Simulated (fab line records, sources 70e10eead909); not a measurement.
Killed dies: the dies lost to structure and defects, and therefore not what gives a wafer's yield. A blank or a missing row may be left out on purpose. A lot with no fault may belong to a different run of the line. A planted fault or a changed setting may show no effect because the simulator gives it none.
Which tool did it?	flow nandHarc	11 lots, 33 wafers sampled, at 5 steps of a route of 1302

== WHAT THE GAUGES READ, wafer by wafer ==
NHARC_END_SORT_01.
lot	measured	on	killedAtArray
L336	day 28 19:53	prober-01	48 50 54
L338	day 30 23:59	prober-02	64 69 58

== WHICH TOOL RAN EACH LOT (tool, then ch and the chambers of the sampled wafers, then the start) ==
lot	NHARC_A_CHANNEL_HOLE_D1_DEVELOP_09	NHARC_A_CHANNEL_HOLE_D1_ETCH_38	NHARC_A_CHANNEL_HOLE_D1_ETCH_39	NHARC_A_CHANNEL_HOLE_D1_ETCH_16
L326	lithoTrack-01 ch 0, day 8 12:00	rieDiel-01 ch 1,3, day 8 13:06	rieDiel-01 ch 0,1, no start	rieDiel-01 ch 2,3, no start
L328	lithoTrack-04 ch 0, day 9 08:00	rieDiel-09 ch 0,1,2, day 9 08:31	rieDiel-09 ch 0,1,2, no start	rieDiel-09 ch 0,2,3, no start
L329	lithoTrack-06 ch 0, day 9 13:00	rieDiel-09 ch 0,1,3, day 9 13:30	rieDiel-09 ch 0,3, no start	rieDiel-09 ch 0,1,3, no start
L331	lithoTrack-06 ch 0, day 10 14:00	rieDiel-01 ch 0,2,3, day 10 14:58	rieDiel-01 ch 1,3, no start	rieDiel-01 ch 2,3, no start
L335	lithoTrack-01 ch 0, day 12 00:00	rieDiel-01 ch 0,2,3, day 12 00:54	rieDiel-01 ch 1,2,3, no start	rieDiel-01 ch 1,2,3, no start
L336	lithoTrack-01 ch 0, day 12 14:00	rieDiel-01 ch 0,1,3, day 12 15:16	rieDiel-01 ch 2,3, day 28 19:53 or earlier	rieDiel-01 ch 0,1, day 28 19:53 or earlier
L338	lithoTrack-01 ch 0, day 13 16:00	rieDiel-01 ch 1,3, day 13 16:49	rieDiel-01 ch 0,1,3, day 30 23:59 or earlier	rieDiel-01 ch 0,1,2, day 30 23:59 or earlier
L345	lithoTrack-06 ch 0, day 16 02:00	rieDiel-02 ch 0,2, day 16 03:02	rieDiel-02 ch 0,2, no start	rieDiel-02 ch 0,1,2, no start
L346	lithoTrack-06 ch 0, day 17 03:00	rieDiel-09 ch 0,1,3, day 17 03:47	rieDiel-09 ch 2,3, no start	rieDiel-09 ch 0,2, no start
L347	lithoTrack-01 ch 0, day 17 03:00	rieDiel-02 ch 2,3, day 17 03:58	rieDiel-02 ch 0,3, no start	rieDiel-02 ch 0,2, no start
L348	lithoTrack-01 ch 0, day 17 19:00	rieDiel-01 ch 0,1, day 17 19:25	rieDiel-01 ch 0,1, no start	rieDiel-01 ch 2,3, no start
- NHARC_A_CHANNEL_HOLE_D1_DEVELOP_09: develop time 35 s.
- NHARC_A_CHANNEL_HOLE_D1_ETCH_38: etches the open film in CF4, target depth 39 nm, time 65 s.
- NHARC_A_CHANNEL_HOLE_D1_ETCH_39: etches the open film in N2/H2, target depth 260 nm, time 325 s.
- NHARC_A_CHANNEL_HOLE_D1_ETCH_16: etches the open film in O2/COS, target depth 3100 nm, time 806 s.

== THE ANSWER, worked out from the rows above alone ==
Rule: the lots themselves supply what counts as usual. The widest of any qualifying gaps counts: lots, ordered by their means at a reading, are off when they make up no more than a third of the lots, leave a main group of 4 or more, and stand apart from it by 3 or more times the standard deviation of that group's means. A main group whose means are all the same, to the digits that the tables above print for the reading, isn't used. A lot without any number at a reading at which 4 lots or more have one is off too. The other lots that the step has rows for count as sound.
No lot is off at any reading shown: from this, nothing can be told.

== WHAT THE SIMULATOR HAD INSERTED ==
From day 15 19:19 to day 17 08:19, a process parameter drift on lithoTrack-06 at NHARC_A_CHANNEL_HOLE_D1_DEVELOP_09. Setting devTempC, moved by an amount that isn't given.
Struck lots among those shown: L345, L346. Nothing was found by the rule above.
